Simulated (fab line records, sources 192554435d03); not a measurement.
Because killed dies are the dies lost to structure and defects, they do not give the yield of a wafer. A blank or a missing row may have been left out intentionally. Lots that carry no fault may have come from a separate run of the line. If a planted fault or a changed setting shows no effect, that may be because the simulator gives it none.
What tool caused it? :: flow n5-finfet :: 30 wafers from 10 lots sampled at 5 of the route's 1938 steps

## WHAT EACH GAUGE READ, for each wafer
N5_BEOL_M4_RC_MEAS_101.
lot: L465
measured: day 8 00:26
on: prober-02
DIBL_N (mV/V): 35.2 37.8 35.8

lot: L468
measured: day 8 16:58
on: prober-02
DIBL_N (mV/V): 35.0 33.2 33.3

lot: L471
measured: day 9 08:29
on: prober-01
DIBL_N (mV/V): 34.8 36.4 36.4

lot: L472
measured: day 10 03:58
on: prober-02
DIBL_N (mV/V): 31.6 33.2 33.5

lot: L473
measured: day 11 13:41
on: prober-02
DIBL_N (mV/V): 36.3 34.7 33.9

lot: L476
measured: day 11 15:45
on: prober-01
DIBL_N (mV/V): 36.1 35.3 37.2

lot: L478
measured: day 11 21:34
on: prober-01
DIBL_N (mV/V): 35.5 36.9 38.3

lot: L484
measured: day 13 20:22
on: prober-02
DIBL_N (mV/V): 36.9 34.1 39.1

lot: L486
measured: day 14 05:52
on: prober-01
DIBL_N (mV/V): 37.9 37.1 40.2

lot: L488
measured: day 14 14:23
on: prober-01
DIBL_N (mV/V): 36.8 37.2 36.1

## WHICH TOOL RAN EACH LOT (tool, then ch and the chambers of the sampled wafers, then the start)
lot: L465
N5_BEOL_M2_ALD_84: ald-metal-01 ch 0,2, day 6 20:37
N5_BEOL_M2_CVD_47: cvd-co-02 ch 1,2, day 6 20:56
N5_BEOL_M2_SPUTTER_48: pvd-sputter-03, day 6 21:05
N5_BEOL_M2_ANNEAL_80: pvd-sputter-03, day 6 21:23

lot: L468
N5_BEOL_M2_ALD_84: ald-metal-01 ch 0,1,2, day 7 16:57
N5_BEOL_M2_CVD_47: cvd-co-01 ch 0,1, day 7 17:16
N5_BEOL_M2_SPUTTER_48: pvd-sputter-03, day 7 17:26
N5_BEOL_M2_ANNEAL_80: pvd-sputter-03, day 7 17:44

lot: L471
N5_BEOL_M2_ALD_84: ald-metal-03 ch 0,3, day 8 03:42
N5_BEOL_M2_CVD_47: cvd-co-02 ch 0,1,2, day 8 04:17
N5_BEOL_M2_SPUTTER_48: pvd-sputter-02, day 8 05:52
N5_BEOL_M2_ANNEAL_80: pvd-sputter-02, day 8 06:10

lot: L472
N5_BEOL_M2_ALD_84: ald-metal-01 ch 1,2, day 8 23:49
N5_BEOL_M2_CVD_47: cvd-co-01 ch 1,2, day 9 00:19
N5_BEOL_M2_SPUTTER_48: pvd-sputter-02, day 9 01:05
N5_BEOL_M2_ANNEAL_80: pvd-sputter-02, day 9 01:23

lot: L473
N5_BEOL_M2_ALD_84: ald-metal-03 ch 0,2, day 9 05:13
N5_BEOL_M2_CVD_47: cvd-co-01 ch 0,1,2, day 9 05:45
N5_BEOL_M2_SPUTTER_48: pvd-sputter-01, day 9 07:28
N5_BEOL_M2_ANNEAL_80: pvd-sputter-01, day 9 07:46

lot: L476
N5_BEOL_M2_ALD_84: ald-metal-03 ch 0,1,2, day 9 08:11
N5_BEOL_M2_CVD_47: cvd-co-02 ch 0,1, day 9 09:38
N5_BEOL_M2_SPUTTER_48: pvd-sputter-01, day 9 09:50
N5_BEOL_M2_ANNEAL_80: pvd-sputter-01, day 9 10:08

lot: L478
N5_BEOL_M2_ALD_84: ald-metal-04 ch 0,1,3, day 10 09:32
N5_BEOL_M2_CVD_47: cvd-co-02 ch 1,2, day 10 09:49
N5_BEOL_M2_SPUTTER_48: pvd-sputter-03, day 10 09:59
N5_BEOL_M2_ANNEAL_80: pvd-sputter-03, day 10 10:17

lot: L484
N5_BEOL_M2_ALD_84: ald-metal-04 ch 0,1,2, day 12 03:33
N5_BEOL_M2_CVD_47: cvd-co-01 ch 1,2, day 12 04:03
N5_BEOL_M2_SPUTTER_48: pvd-sputter-01, day 12 04:14
N5_BEOL_M2_ANNEAL_80: pvd-sputter-01, day 12 04:32

lot: L486
N5_BEOL_M2_ALD_84: ald-metal-04 ch 1,2,3, day 12 18:25
N5_BEOL_M2_CVD_47: cvd-co-02 ch 0,1, day 12 18:43
N5_BEOL_M2_SPUTTER_48: pvd-sputter-02, day 12 18:56
N5_BEOL_M2_ANNEAL_80: pvd-sputter-02, day 12 19:17

lot: L488
N5_BEOL_M2_ALD_84: ald-metal-04 ch 2,3, day 13 07:40
N5_BEOL_M2_CVD_47: cvd-co-01 ch 1,2, day 13 08:14
N5_BEOL_M2_SPUTTER_48: pvd-sputter-03, day 13 08:26
N5_BEOL_M2_ANNEAL_80: pvd-sputter-03, day 13 08:44
- N5_BEOL_M2_ALD_84: deposits TaN, pulse time 2 s, purge time 3 s, co reactant purge time 2 s.
- N5_BEOL_M2_CVD_47: deposits Co from CCTBA/H2, target thk 3 nm, time 223.8 s.
- N5_BEOL_M2_SPUTTER_48: material Cu, target thk 4.5 nm, time 8.29 s.
- N5_BEOL_M2_ANNEAL_80: time 240 s.

## THE ANSWER, worked out from the rows above alone
Rule: the lots themselves supply what counts as usual. The widest of any qualifying gaps counts: lots, ordered by their means at a reading, are off when they make up no more than a third of the lots, leave a main group of 4 or more, and stand apart from it by 3 or more times the standard deviation of that group's means. Not used: any main group whose means are identical at the precision the tables above print for the reading. A lot without any number at a reading at which 4 lots or more have one is off too. All remaining lots with rows at the step are treated as sound.
Nothing can be told from this: no lot is off at any reading shown.

## WHAT HAD BEEN PUT IN BY THE SIMULATOR
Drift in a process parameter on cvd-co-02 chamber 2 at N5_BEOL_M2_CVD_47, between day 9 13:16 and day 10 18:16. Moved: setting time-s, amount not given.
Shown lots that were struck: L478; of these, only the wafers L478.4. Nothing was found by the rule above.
